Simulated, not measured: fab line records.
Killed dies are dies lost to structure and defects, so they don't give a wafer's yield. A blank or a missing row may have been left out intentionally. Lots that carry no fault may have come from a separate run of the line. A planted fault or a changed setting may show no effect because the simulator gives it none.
The tool behind it: which one? | flow n5_finfet | 41 wafers from 14 lots sampled at 3 of the route's 1938 steps

WHAT EACH GAUGE READ, for each wafer
N5_GATE_CUT_OVL_MEAS_14. Usual: GATE_CUT_OVL typically reads 0.4 nm, with standard deviation 0.74.
lot  | measured     | on         | GATE_CUT_OVL (nm) | flag
L649 | day 4 11:35  | overlay-01 | -0.3 -0.7 0.4     |
L650 | day 4 14:56  | overlay-01 | -0.1 0.8 1.1      |
L652 | day 5 12:20  | overlay-02 | 1.2 0.2           |
L653 | day 5 20:55  | overlay-02 | 0.0 -0.2 0.6      |
L654 | day 5 21:52  | overlay-02 | 0.6 1.2 -0.4      |
L655 | day 6 00:15  | overlay-01 | -0.3 0.1 -0.8     |
L657 | day 6 12:02  | overlay-02 | 0.0 -0.1 -0.3     |
L660 | day 7 14:08  | overlay-01 | 0.1 -0.2 1.2      |
L664 | day 8 06:49  | overlay-01 | - - -             | OFF
L665 | day 8 17:52  | overlay-02 | - - -             | OFF
L667 | day 9 04:58  | overlay-02 | 1.0 0.8 -0.5      |
L669 | day 9 15:12  | overlay-01 | 0.1 -0.6 -0.1     |
L671 | day 10 01:46 | overlay-02 | -0.2 0.8 0.6      |
L672 | day 10 04:21 | overlay-02 | -0.2 0.3 0.0      |

TOOL THAT RAN EACH LOT (tool first, then ch and the chambers of the sampled wafers, then the start)
lot  | N5_HKMG_FIN_CMP_23           | N5_GATE_CUT_EXPOSE_10
L649 | cmp-04 ch 0,1, day 4 06:51   | euv_scanner-02 ch 0, day 4 11:25
L650 | cmp-02 ch 0,1, day 4 10:24   | euv_scanner-02 ch 0, day 4 14:46
L652 | cmp-03 ch 2,3, day 5 07:52   | euv_scanner-01 ch 0, day 5 12:11
L653 | cmp-04 ch 0,1,2, day 5 14:16 | euv_scanner-02 ch 0, day 5 20:44
L654 | cmp-04 ch 0,1, day 5 17:05   | euv_scanner-02 ch 0, day 5 21:42
L655 | cmp-03 ch 1,2,3, day 5 19:46 | euv_scanner-02 ch 0, day 6 00:05
L657 | cmp-03 ch 1,2,3, day 6 07:35 | euv_scanner-01 ch 0, day 6 11:52
L660 | cmp-03 ch 0,1, day 7 09:38   | euv_scanner-02 ch 0, day 7 13:59
L664 | cmp-03 ch 0,1,3, day 8 02:31 | euv_scanner-02, day 8 06:40
L665 | cmp-04 ch 1,2, day 8 13:25   | euv_scanner-02, day 8 17:43
L667 | cmp-03 ch 0,1,3, day 9 00:40 | euv_scanner-01 ch 0, day 9 04:49
L669 | cmp-03 ch 1,2,3, day 9 10:48 | euv_scanner-01 ch 0, day 9 15:02
L671 | cmp-04 ch 0,3, day 9 21:18   | euv_scanner-02 ch 0, day 10 01:37
L672 | cmp-03 ch 0,3, day 9 23:55   | euv_scanner-01 ch 0, day 10 04:11
- N5_HKMG_FIN_CMP_23: polishes, stops on SiNx, t overpolish 10 s, target thk 46.326 nm.
- N5_GATE_CUT_EXPOSE_10: exposes mask GATE CUT, target cd 20 nm.

WHAT THE TOOLS THEMSELVES READ (means of the sampled wafers that have a number; where no wafer has one, the mark that the record gives instead)
N5_HKMG_FIN_CMP_23. Usual: motor_current_A 12.6 A, standard deviation 1.3; overpolish_run_s 9.999 s, standard deviation 0.0087; platen_rpm 50.29 rpm, standard deviation 0.037; time_to_endpoint_s 12.0 s, standard deviation 1.8.
lot  | tool   | motor_current_A (A) | overpolish_run_s (s) | platen_rpm (rpm) | time_to_endpoint_s (s) | flag
L649 | cmp-04 | 12.9                | 10.008               | 50.30            | 13.9                   |
L650 | cmp-02 | 12.3                | 9.999                | 50.27            | 12.6                   |
L652 | cmp-03 | 11.7                | 9.988                | 50.28            | 13.6                   |
L653 | cmp-04 | 12.0                | 10.005               | 50.31            | 15.3                   |
L654 | cmp-04 | 13.1                | 10.004               | 50.29            | 13.8                   |
L655 | cmp-03 | 12.4                | 10.001               | 50.33            | 11.9                   |
L657 | cmp-03 | 12.5                | 9.999                | 50.27            | 10.9                   |
L660 | cmp-03 | 13.8                | 10.002               | 50.26            | 11.1                   |
L664 | cmp-03 | 13.1                | 9.996                | 50.28            | 12.5                   |
L665 | cmp-04 | 11.3                | 9.997                | 50.30            | 13.3                   |
L667 | cmp-03 | 13.4                | 9.996                | 50.29            | 11.4                   |
L669 | cmp-03 | 12.2                | 9.999                | 50.26            | 9.2                    |
L671 | cmp-04 | 13.7                | 9.991                | 50.28            | 11.0                   |
L672 | cmp-03 | 12.7                | 9.993                | 50.30            | 12.0                   |

N5_GATE_CUT_EXPOSE_10. Usual: exposure_dose_mJ_cm2 43.16, standard deviation 0.051; focus_offset_nm 0.0 nm, standard deviation 0.56.
lot  | tool           | exposure_dose_mJ_cm2 | focus_offset_nm (nm) | flag
L649 | euv_scanner-02 | 43.16                | 0.3                  |
L650 | euv_scanner-02 | 43.19                | 0.6                  |
L652 | euv_scanner-01 | 43.11                | -0.5                 |
L653 | euv_scanner-02 | 43.24                | -0.8                 |
L654 | euv_scanner-02 | 43.24                | -0.7                 |
L655 | euv_scanner-02 | 43.21                | -0.5                 |
L657 | euv_scanner-01 | 43.16                | -0.1                 |
L660 | euv_scanner-02 | 43.20                | 0.0                  |
L664 | euv_scanner-02 | -                    | -                    | OFF
L665 | euv_scanner-02 | -                    | -                    | OFF
L667 | euv_scanner-01 | 43.10                | 0.2                  |
L669 | euv_scanner-01 | 43.08                | -0.2                 |
L671 | euv_scanner-02 | 43.18                | 0.6                  |
L672 | euv_scanner-01 | 43.15                | 0.1                  |

THE ANSWER, worked out from the rows above alone
Rule: a lot counts as off when the mean over its wafers that have a number is more than 3 standard deviations away from the usual mean. Also off: a lot with no number at a reading for which 4 or more lots have one. All remaining lots with rows at the step are treated as sound. First the gauges in route order, then the tools' own readings, where a lot's mean is used as printed above. The first step at which some lot is off is used, and at that step the reading that is off furthest; a lot without a number counts as furthest.
Off: L664, L665, seen at N5_GATE_CUT_OVL_MEAS_14 (GATE_CUT_OVL). Without a number there: L664, L665.
A tool fits if, at a process step before that reading, it ran every lot that is off, and no sound lot after the first of them. Not tried: the gauges at N5_GATE_CUT_OVL_MEAS_14; whatever is off there is also off at N5_GATE_CUT_EXPOSE_10, on other tools, and gauge error can't account for it. Of those tried, none fits.

WHAT WAS PUT IN BY THE SIMULATOR
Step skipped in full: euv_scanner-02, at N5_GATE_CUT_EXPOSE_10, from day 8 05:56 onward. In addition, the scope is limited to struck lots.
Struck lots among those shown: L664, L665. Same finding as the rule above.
